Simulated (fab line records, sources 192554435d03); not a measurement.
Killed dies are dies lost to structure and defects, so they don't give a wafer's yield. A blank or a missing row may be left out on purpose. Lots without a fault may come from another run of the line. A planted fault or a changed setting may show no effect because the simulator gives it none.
Split-lot experiment | flow n5_finfet | 7 lots, 21 wafers read, on a route of 1938 steps

THE SPLIT
At N5_SDB_ETCH_25 (etches SiO2 in C4F6/O2, target depth 10 nm, time 3.3 s), the setting time_s was moved away from the recipe's 3.3 s on 7 of the 21 wafers read, by -9.0% to +18.9%. The other wafers ran this setting at the recipe's value.

The reading is taken at the split's own step.

THE READING
etch.depth_nm (the simulator's own value, which no gauge read), in nm, at N5_SDB_ETCH_25 (etches SiO2 in C4F6/O2, target depth 10 nm, time 3.3 s). The file gives no usual value for it. The 14 wafers here that ran the recipe average 10.077 nm, standard deviation 0.23 nm.

wafer  | tool, chamber at the split | time_s as run, s | against the recipe | etch.depth_nm, nm | against lot-mates on the recipe
L076.1 | rie_diel-03, 2             | 3.3              | recipe             | 10.21             | -
L076.4 | rie_diel-03, 1             | 3.3              | recipe             | 10.35             | -
L076.6 | rie_diel-03, 3             | 3.3              | recipe             | 10.33             | -
L077.2 | rie_diel-06, 3             | 3.3              | recipe             | 9.684             | -
L077.3 | rie_diel-06, 1             | 3.3              | recipe             | 9.863             | -
L077.6 | rie_diel-06, 0             | 3.759            | +13.9%             | 11.26             | +1.487
L082.1 | rie_diel-02, 2             | 3.3              | recipe             | 10.24             | -
L082.4 | rie_diel-02, 1             | 3.925            | +18.9%             | 12.21             | +1.970
L082.5 | rie_diel-02, 3             | 3.925            | +18.9%             | 12.23             | +1.990
L086.2 | rie_diel-03, 2             | 3.762            | +14.0%             | 11.59             | +1.280
L086.3 | rie_diel-03, 0             | 3.762            | +14.0%             | 11.42             | +1.110
L086.6 | rie_diel-03, 3             | 3.3              | recipe             | 10.31             | -
L093.1 | rie_diel-03, 2             | 3.3              | recipe             | 10.21             | -
L093.2 | rie_diel-03, 1             | 3.004            | -9.0%              | 9.467             | -0.773
L093.6 | rie_diel-03, 3             | 3.3              | recipe             | 10.27             | -
L094.1 | rie_diel-02, 0             | 3.581            | +8.5%              | 11.07             | +0.930
L094.3 | rie_diel-02, 2             | 3.3              | recipe             | 10.13             | -
L094.6 | rie_diel-02, 0             | 3.3              | recipe             | 10.15             | -
L097.2 | rie_diel-06, 0             | 3.3              | recipe             | 9.793             | -
L097.3 | rie_diel-06, 1             | 3.3              | recipe             | 9.753             | -
L097.5 | rie_diel-06, 0             | 3.3              | recipe             | 9.791             | -

THE FIT
A straight line over all 21 wafers: etch.depth_nm changes by +0.103 nm for each +1% of time_s; r = +0.96; the points scatter about the line by 0.23 nm.
The same after taking each lot's own level away (the mean of its wafers on the recipe; 21 wafers): +0.0984 nm for each +1%; r = +0.99; scatter 0.095 nm.
On that fit, the largest move of time_s shifts the reading by 1.9 nm.
The lots' own levels span 9.7735 to 10.3100 nm, that is 2.3 times the standard deviation above.
So the lot-to-lot level changes the slope little: the two slopes agree.
Check: with one of the wafers moved furthest among these (+18.9%) left out of the fit, the line predicts +1.84 nm for it against its lot-mates. It came out at +1.97 nm against them.

OTHER SPLITS ON THESE WAFERS
These wafers also went through other splits before the reading. Each is held against what the fit with the lots' levels taken away leaves over:
other split on the same wafers  | wafers away from the commonest value | r with etch.depth_nm (lot level and that fit taken away)
N5_ZERO_LAYER_EXPOSE_08 dose_mj | 8                                    | -0.02
N5_ZERO_LAYER_DESCUM_16 time_s  | 6                                    | +0.00
N5_WELL_APT_EXPOSE_22 dose_mj   | 3                                    | +0.02
N5_WELL_APT_PEB_23 peb_time_s   | 6                                    | -0.20
N5_FIN_SAQP_ETCH_65 time_s      | 8                                    | -0.02
N5_FIN_SAQP_ETCH_64 bias_w      | 8                                    | +0.28
N5_SD_EPI_N_EXPOSE_06 dose_mj   | 7                                    | +0.40

THE FILE'S OWN FIT
etch.depth_nm changes by +0.0994 nm for each +1% of time_s, r = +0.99.
